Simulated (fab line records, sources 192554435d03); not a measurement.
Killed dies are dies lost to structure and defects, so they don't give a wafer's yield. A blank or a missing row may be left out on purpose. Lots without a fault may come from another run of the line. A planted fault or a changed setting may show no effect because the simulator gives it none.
Split-lot experiment | flow n5_finfet | 7 lots, 21 wafers read, on a route of 1938 steps

THE SPLIT
At N5_BEOL_M1_ETCH_70 (etches SOC in N2/H2, target depth 80 nm, overetch 16 nm, time 120 s), the setting bias_w was moved away from the recipe's 150 W on 9 of the 21 wafers read, by -10.4% to +11.3%. The other wafers ran this setting at the recipe's value.

The reading is taken at the split's own step.

THE READING
rf_vpp_V, in V, at N5_BEOL_M1_ETCH_70 (etches SOC in N2/H2, target depth 80 nm, overetch 16 nm, time 120 s). Fault-free wafers of this fab line usually give 524.2 V, standard deviation 2.2 V.

wafer  | tool, chamber at the split | bias_w as run, W | against the recipe | rf_vpp_V, V | against lot-mates on the recipe
L076.2 | rie_diel-05, 0             | 150              | recipe             | 521.5       | -
L076.3 | rie_diel-05, 3             | 134.4            | -10.4%             | 493.7       | -30.1
L076.4 | rie_diel-05, 2             | 150              | recipe             | 526.0       | -
L078.2 | rie_diel-03, 0             | 150              | recipe             | 523.7       | -
L078.3 | rie_diel-03, 3             | 157.7            | +5.1%              | 540.6       | +17.2
L078.5 | rie_diel-03, 3             | 150              | recipe             | 523.0       | -
L079.2 | rie_diel-06, 1             | 150              | recipe             | 526.1       | -
L079.3 | rie_diel-06, 2             | 150              | recipe             | 524.1       | -
L079.5 | rie_diel-06, 1             | 162.8            | +8.5%              | 555.2       | +30.1
L080.4 | rie_diel-06, 0             | 166.9            | +11.3%             | 561.1       | +38.1
L080.5 | rie_diel-06, 0             | 150              | recipe             | 523.0       | -
L080.6 | rie_diel-06, 1             | 166.9            | +11.3%             | 564.8       | +41.8
L093.1 | rie_diel-06, 1             | 150              | recipe             | 525.9       | -
L093.3 | rie_diel-06, 2             | 150              | recipe             | 522.7       | -
L093.6 | rie_diel-06, 3             | 150              | recipe             | 525.6       | -
L094.3 | rie_diel-03, 3             | 136.5            | -9.0%              | 491.7       | no lot-mate on the recipe
L094.4 | rie_diel-03, 3             | 136.5            | -9.0%              | 493.5       | no lot-mate on the recipe
L094.5 | rie_diel-03, 1             | 136.5            | -9.0%              | 489.6       | no lot-mate on the recipe
L095.2 | rie_diel-06, 0             | 165.3            | +10.2%             | 555.8       | +32.4
L095.3 | rie_diel-06, 2             | 150              | recipe             | 522.6       | -
L095.4 | rie_diel-06, 3             | 150              | recipe             | 524.2       | -

THE FIT
A straight line over all 21 wafers: rf_vpp_V changes by +3.39 V for each +1% of bias_w; r = +1.00; the points scatter about the line by 2.2 V.
The same after taking each lot's own level away (the mean of its wafers on the recipe; 18 wafers): +3.3 V for each +1%; r = +0.99; scatter 1.9 V.
On that fit, the largest move of bias_w shifts the reading by 37 V.
The lots' own levels span 523.00 to 525.10 V, that is 1.0 times the standard deviation above.
So the lot-to-lot level changes the slope little: the two slopes agree.
Check: with one of the wafers moved furthest among these (+11.3%) left out of the fit, the line predicts +37.7 V for it against its lot-mates. It came out at +38.1 V against them.
Tool readings at the split's step, against how far the setting was moved: rf_vpp_V r = +1.00.

OTHER SPLITS ON THESE WAFERS
These wafers also went through other splits before the reading. Each is held against what the fit with the lots' levels taken away leaves over:
other split on the same wafers           | wafers away from the commonest value | r with rf_vpp_V (lot level and that fit taken away)
N5_SDB_ALD_29 ald_cycles                 | 7                                    | -0.20
N5_SDB_CMP_30 down_force_psi             | 7                                    | -0.10
N5_GATE_CUT_COAT_27 spin_rpm             | 7                                    | -0.20
N5_GATE_CUT_DESCUM_18 time_s             | 4                                    | +0.08
N5_GATE_CUT_ALD_22 ald_cycles            | 4                                    | +0.19
N5_MOL_CONTACT_COAG_ALD_27 ald_cycles    | 12                                   | -0.01
N5_MOL_CONTACT_COAG_CVD_140 target_thk_a | 5                                    | +0.11
N5_BEOL_M0_SAQP_HM_DEP_02 target_thk_a   | 6                                    | -0.22
N5_BEOL_M0_CUTY_COAT_51 spin_rpm         | 6                                    | +0.53
N5_BEOL_M0_CUTY_DESCUM_61 time_s         | 11                                   | -0.34
N5_BEOL_M1_DESCUM_33 time_s              | 5                                    | -0.01
N5_BEOL_M1_ALD_98 temp_c                 | 5                                    | +0.02

THE WHOLE CHAIN: every reading that the file lists as answering this split, in the file's order
step               | what it does                                                        | reading                                                                          | change (the file's fit)                | r (the file's)
N5_BEOL_M1_ETCH_70 | etches SOC in N2/H2, target depth 80 nm, overetch 16 nm, time 120 s | rf_vpp_V                                                                         | +3.28 V for each +1% of the setting    | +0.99
N5_BEOL_M1_ETCH_70 | etches SOC in N2/H2, target depth 80 nm, overetch 16 nm, time 120 s | SiARC_of_BEOL_M1_COAT_68.thk_nm (the simulator's own value, which no gauge read) | -0.0777 nm for each +1% of the setting | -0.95

THE FILE'S OWN FIT
rf_vpp_V changes by +3.28 V for each +1% of bias_w, r = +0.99.
